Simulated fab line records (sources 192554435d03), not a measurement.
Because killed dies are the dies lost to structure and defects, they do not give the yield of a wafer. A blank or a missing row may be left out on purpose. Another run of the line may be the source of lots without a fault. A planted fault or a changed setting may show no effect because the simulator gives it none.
Split-lot study    flow n5-finfet    route with 1938 steps; 7 lots, 21 wafers read

== THE SPLIT ==
At N5_BEOL_M9_ETCH_66 (etches SOC in N2/H2, target depth 80 nm, overetch 16 nm, time 120 s), the setting time-s was moved away from the recipe's 120 s on 8 of the 21 wafers read, by -20.9% to +22.4%. This setting was run at the recipe's value on the other wafers.

The reading comes from the split's own step.

== THE READING ==
SiARC_of_BEOL_M9_COAT_64.thk-nm (the simulator's own value, which no gauge read), in nm, at N5_BEOL_M9_ETCH_66 (etches SOC in N2/H2, target depth 80 nm, overetch 16 nm, time 120 s). There is no usual value for it anywhere in the file. Average 6.4 nm, standard deviation 0.15 nm, over the 13 wafers here run with the recipe.

wafer   tool, chamber at the split  time-s as run, s  against the recipe  SiARC_of_BEOL_M9_COAT_64.thk-nm, nm  against lot-mates on the recipe
L075.1  rie-diel-02, 1              120               recipe              6.6                                  -
L075.3  rie-diel-02, 3,2            120               recipe              6.2                                  -
L075.4  rie-diel-02, 3,2            120               recipe              6.2                                  -
L084.3  rie-diel-04, 0              120               recipe              6.6                                  -
L084.6  rie-diel-04, 0              120               recipe              6.6                                  -
L084.4  rie-diel-04, 1              120               recipe              6.4                                  -
L083.1  rie-diel-04, 2              98                -18.3%              7.6                                  +1.4
L083.6  rie-diel-04, 2              98                -18.3%              7.6                                  +1.4
L083.2  rie-diel-04, 1              120               recipe              6.2                                  -
L089.1  rie-diel-04, 2              120               recipe              6.4                                  -
L089.2  rie-diel-04, 3              94.94             -20.9%              7.6                                  +1.2
L089.4  rie-diel-04, 1              94.94             -20.9%              7.4                                  +1.0
L091.4  rie-diel-03, 1              146.9             +22.4%              5                                    -1.4
L091.5  rie-diel-03, 3              146.9             +22.4%              5.2                                  -1.2
L091.6  rie-diel-03, 2              120               recipe              6.4                                  -
L095.3  rie-diel-03, 3              120               recipe              6.4                                  -
L095.5  rie-diel-03, 3              120               recipe              6.4                                  -
L095.4  rie-diel-03, 1              138.4             +15.3%              5.2                                  -1.2
L097.2  rie-diel-02, 1,3            120               recipe              6.2                                  -
L097.4  rie-diel-02, 1,3            120               recipe              6.2                                  -
L097.5  rie-diel-02, 1              139               +15.8%              5.4                                  -0.8
When a row names more than one chamber, that row covers several wafers, and the file does not tell which wafer ran in which chamber.

THE FIT
A straight line over all 21 wafers: SiARC_of_BEOL_M9_COAT_64.thk-nm changes by -0.0601 nm for each +1% of time-s; r = -0.98; the points scatter about the line by 0.16 nm.
The same after taking each lot's own level away (the mean of its wafers on the recipe; 21 wafers): -0.0615 nm for each +1%; r = -0.98; scatter 0.16 nm.
Per that fit: largest time-s move, reading shift of 1.4 nm.
The span of the lots' own levels, 6.20 to 6.53 nm, comes to 2.2 times the standard deviation stated above.
Consequently the slope shifts little with the lot-to-lot level, the two slopes agreeing.
Check: with one of the wafers moved furthest among these (+22.4%) left out of the fit, the line predicts -1.36 nm for it against its lot-mates. Against them it came out at -1.4 nm.

== OTHER SPLITS APPLIED TO THESE WAFERS ==
Note: prior to the reading, these wafers also went through further splits. Each is held against what the fit with the lots' levels taken away leaves over:
other split on the same wafers  wafers away from the commonest value  r with SiARC_of_BEOL_M9_COAT_64.thk-nm (lot level and that fit taken away)
N5_BEOL_M7_COAT_05 spin-rpm     8                                     +0.35
N5_BEOL_M8_COAT_63 spin-rpm     8                                     +0.06
N5_BEOL_M8_DESCUM_33 time-s     6                                     +0.18
N5_BEOL_M9_COAT_22 spin-rpm     6                                     -0.40

== FILE'S OWN FIT ==
SiARC_of_BEOL_M9_COAT_64.thk-nm changes by -0.0618 nm for each +1% of time-s, r = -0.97.
